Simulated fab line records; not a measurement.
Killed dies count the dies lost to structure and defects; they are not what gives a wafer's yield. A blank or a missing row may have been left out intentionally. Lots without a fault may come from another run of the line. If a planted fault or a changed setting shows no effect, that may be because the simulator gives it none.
Comparing a struck lot with a sound one | flow n5-finfet | 34 steps out of a route of 1938
Sound: the wafers L532.1, L532.3, L532.5. Struck: wafer L530.5 (left out: L530.3, L530.4 of the same lot, which were not struck); the cause appears at the end.
Each step with rows lists, per side, the tool, then ch with its chambers, then its first start. Under that, the readings that differ: sound wafers | struck wafers | difference of the means | sigmas: that difference in standard deviations of wafers without a fault.
alike: same words and numbers on both sides, and readings whose means sit less than 2 such deviations apart. not compared: any withheld reading, any reading some wafer has no value for, any bound like >300 that may hide the same value, and any number with overlapping values for which the record gives no deviation.
Wherever a step has rows on one side only, a row that says differs or no value, or a row with sigmas, the two part there. When numbers do not overlap yet have no deviation, they are printed without sigmas and do not part them. A reading missing from all wafers of one side parts the sides only when that side holds two or more wafers.

first, 2 steps without rows for these wafers: N5_BEOL_M10_PRECLEAN_42 (cleans in residue remover, time 60 s); N5_BEOL_M10_SRD_43 (time 30 s).
N5_BEOL_M10_CD_MEAS_35: target cd 70 nm.
  sound on cd-sem-03, day 12 20:56; struck on cd-sem-01, day 11 21:13
  alike: cd-nm
then, 4 steps without rows for these wafers: N5_BEOL_M10_CURE_72 (cures SiCOH lowk, time 120 s); N5_BEOL_M10_DEGAS_44 (time 60 s); N5_BEOL_M10_PRE_CLEAN_45 (time 30 s); N5_BEOL_M10_ALD_74 (deposits TaN, target thk 2 nm, pulse time 2 s, purge time 3 s).
N5_BEOL_M10_SURFACE_TREAT_76:
  sound on pvd-sputter-02, day 12 21:52; struck on pvd-sputter-03, day 12 00:52
  not compared: throttle-valve-pct
then, 1 step without rows for these wafers: N5_BEOL_M10_CVD_75 (deposits Co from CCTBA/H2, target thk 2 nm, time 138.9 s).
N5_BEOL_M10_SPUTTER_48: material Cu, target thk 12 nm, time 2 s.
  sound on pvd-sputter-01, day 12 22:04; struck on pvd-sputter-03, day 12 01:10
  alike: throttle-valve-pct
then, 2 steps without rows for these wafers: N5_BEOL_M10_ECD_50 (material Cu, target thk 318 nm); N5_BEOL_M10_ANNEAL_51 (time 90 s).
N5_BEOL_M10_CMP_52: polishes, stops on SiCOH lowk, t overpolish 7 s, target thk 140 nm.
  sound on cmp-02 ch 0,3, day 12 22:35; struck on cmp-01 ch 2, day 12 01:43
  alike: barrier-field-endpoint-s, motor-current-A, overpolish-run-s, retaining-ring-pressure-frac, time-to-endpoint-s
then, 2 steps without rows for these wafers: N5_BEOL_M10_PRE_CLEAN_55 (time 15 s); N5_BEOL_M10_DEP_56 (deposits SiCN from 3MS/NH3, target thk 15 nm, time 26.5 s).
N5_BEOL_M10_INSPECT_58: inspects for defects (darkfield).
  sound on defect-inspect-01, day 12 23:02; struck on defect-inspect-01, day 12 02:08
  reading          | sound    | struck | difference | sigmas
  raw-defect-count | 37 68 73 | 1354   | +1295      | +50
N5_BEOL_M11_ILD_DEP_00: deposits SiCOH lowk from DEMS/porogen, target thk 308.51 nm, time 58 s.
  sound on pecvd-04 ch 1,2, day 12 23:04; struck on pecvd-02 ch 1, day 12 02:11
  reading                | sound          | struck | difference | sigmas
  throttle-valve-pct (%) | 13.5 12.9 13.2 | 15.2   | +2.0       | +3
  alike: heater-power-w, showerhead-plenum-p-Torr, showerhead-vpp-V
N5_BEOL_M11_CURE_71: cures SiCOH lowk, time 240 s.
  sound on uv-cure-01 ch 1, day 12 23:09; struck on uv-cure-02 ch 0, day 12 02:26
  alike: lamp-power-pct, wafer_temp_C_max
N5_BEOL_M11_THK_MEAS_01:
  sound on film-metro-02, day 12 23:40; struck on film-metro-01, day 12 02:47
  alike: M11_ILD_THK
N5_BEOL_M11_PECVD_70: deposits SiO2 from TEOS/O2, target thk 20 nm, time 22.7 s.
  sound on pecvd-02 ch 0,1, day 12 23:42; struck on pecvd-01 ch 0, day 12 02:50
  reading                | sound          | struck | difference | sigmas
  showerhead-vpp-V (V)   | 1336 1214 1235 | 1451   | +189       | +3
  throttle-valve-pct (%) | 22.8 24.3 24.7 | 21.0   | -2.9       | -2
  alike: heater-power-w, showerhead-plenum-p-Torr
then, 9 steps without rows for these wafers: N5_BEOL_M11_HM_DEP_02 (deposits TiN, target thk 20 nm); N5_BEOL_M11_COAT_59 (time 60 s, resist thk 100 nm); N5_BEOL_M11_COAT_60 (time 60 s, resist thk 30 nm); N5_BEOL_M11_COAT_05 (resist thk 90 nm); N5_BEOL_M11_EBR_07; N5_BEOL_M11_SOFTBAKE_06 (time 60 s); N5_BEOL_M11_EXPOSE_08 (exposes mask M11); N5_BEOL_M11_PEB_09 (peb time 60 s); N5_BEOL_M11_DEVELOP_10 (develop time 30 s).
N5_BEOL_M11_CD_MEAS_11: target cd 64.1 nm.
  sound on cd-sem-03 ch 0, day 13 00:46; struck on cd-sem-01 ch 0, day 12 03:16
  alike: cd-nm
N5_BEOL_M11_OVL_MEAS_12:
  sound on overlay-01 ch 0, day 13 00:48; struck on overlay-02 ch 0, day 12 03:18
  alike: M11_OVL
N5_BEOL_M11_INSPECT_13: inspects for defects (brightfield).
  sound on defect-inspect-02, day 13 00:49; struck on defect-inspect-02, day 12 03:20
  reading          | sound       | struck | difference | sigmas
  raw-defect-count | 263 362 407 | 1834   | +1490      | +12
then, 1 step without rows for these wafers: N5_BEOL_M11_DESCUM_16 (chemistry O2, time 7.9 s).
-- a jump in the record: the struck wafers' starts before and after are 2 days apart (it breaks off in module BEOL_M11 and resumes in module PASSIVATION, where the first step shown is number 1936 of the route) --
N5_PASSIVATION_PROBE_49:
  sound on prober-02, day 14 20:43; struck on prober-02, day 14 12:28
  reading                  | sound          | struck | difference | sigmas
  defect-limited-yield (%) | 93.6 91.8 91.4 | 31.7   | -60.6      | -36
  killed_at_M4_up          | 11 23 20       | 744    | +726       | +99 or more
  killed-dies              | 75 97 101      | 806    | +715       | +34
  killed-on-rim            | 16 10 10       | 108    | +96        | +21
  killed-short             | 29 33 42       | 14     | -21        | -2
  sort_bin_5_function (%)  | 3.8 4.2 4.8    | 47.3   | +43.0      | +36
  sort_bin_6_memory (%)    | 2.2 3.6 3.1    | 15.6   | +12.6      | +19
  sort-n-pass              | 1105 1083 1079 | 374    | -715       | -34
  sort-yield-pct (%)       | 93.6 91.8 91.4 | 31.7   | -60.6      | -34
  alike: killed_at_M0_to_M3, killed-at-contacts, killed-at-front-end, killed-at-other, killed-open

WHERE THEY PART
Last at N5_PASSIVATION_PROBE_49 as far as this record goes, first at N5_BEOL_M10_INSPECT_58.

WHY: whatever the simulator had introduced
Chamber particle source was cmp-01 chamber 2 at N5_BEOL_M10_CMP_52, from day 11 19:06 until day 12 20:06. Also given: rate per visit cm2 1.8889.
